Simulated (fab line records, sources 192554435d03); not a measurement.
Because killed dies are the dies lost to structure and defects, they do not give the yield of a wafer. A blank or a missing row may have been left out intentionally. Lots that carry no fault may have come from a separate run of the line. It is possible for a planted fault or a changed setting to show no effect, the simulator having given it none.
Which tool was responsible?    flow n5 finfet    Sampling: 10 lots, 30 wafers, 3 of 1938 route steps

WHAT EACH GAUGE READ, for each wafer
N5_PASSIVATION_CD_MEAS_44: the cd target is 40000 nm.
lot   measured      on         cd nm (nm)
L710  day 11 05:01  cd sem-03  39996 39997 39999
L711  day 12 04:50  cd sem-01  39999 39999 39999
L713  day 12 03:13  cd sem-03  39999 39999 40003
L712  day 12 10:21  cd sem-01  40003 40000 40006
L714  day 12 19:41  cd sem-01  40001 40000 40002
L715  day 13 17:02  cd sem-01  40000 40000 40000
L717  day 13 20:28  cd sem-03  40001 40006 40000
L718  day 14 00:34  cd sem-03  40002 40005 40003
L720  day 14 11:44  cd sem-01  40000 40006 40002
L733  day 18 04:32  cd sem-01  40001 40000 40004

WHAT TOOL EACH LOT RAN ON (gives the tool, then ch and the chambers of the sampled wafers, and finally the start)
lot   N5_BEOL_M9_STRIP_36                 N5_PASSIVATION_PRE_CLEAN_19
L710  rie diel-03 ch 1,2,3, day 9 01:41   pvd sputter-03, day 11 02:19
L711  rie diel-05 ch 0,2,3, day 9 21:58   pvd sputter-01, day 12 01:14
L713  rie diel-04 ch 1,2,3, day 10 02:16  pvd sputter-01, day 12 00:44
L712  rie diel-05 ch 0,2, day 10 03:47    pvd sputter-01, day 12 07:21
L714  rie diel-05 ch 0,3, day 10 14:10    pvd sputter-01, day 12 16:32
L715  rie diel-04 ch 0,1,3, day 11 01:11  pvd sputter-02, day 13 14:26
L717  rie diel-04 ch 0,1,2, day 11 03:53  pvd sputter-03, day 13 17:17
L718  rie diel-05 ch 0,3, day 11 17:34    pvd sputter-02, day 13 21:56
L720  rie diel-04 ch 1,2,3, day 11 21:41  pvd sputter-02, day 14 08:56
L733  rie diel-03 ch 1,3, day 15 23:50    pvd sputter-01, day 18 01:56
- N5_BEOL_M9_STRIP_36: strips in N2/H2.
- N5_PASSIVATION_PRE_CLEAN_19

THE ANSWER, worked out from the rows above alone
Rule: usual is defined by the lots themselves. The widest of any qualifying gaps counts: lots, ordered by their means at a reading, are off when they make up no more than a third of the lots, leave a main group of 4 or more, and stand apart from it by 3 or more times the standard deviation of that group's means. A main group whose means are all the same, to the digits that the tables above print for the reading, isn't used. Also off: a lot with no number at a reading for which 4 or more lots have one. Any other lot the step has rows for is counted as sound.
None of the lots is off at any reading shown; this tells nothing.

WHAT THE SIMULATOR PUT IN
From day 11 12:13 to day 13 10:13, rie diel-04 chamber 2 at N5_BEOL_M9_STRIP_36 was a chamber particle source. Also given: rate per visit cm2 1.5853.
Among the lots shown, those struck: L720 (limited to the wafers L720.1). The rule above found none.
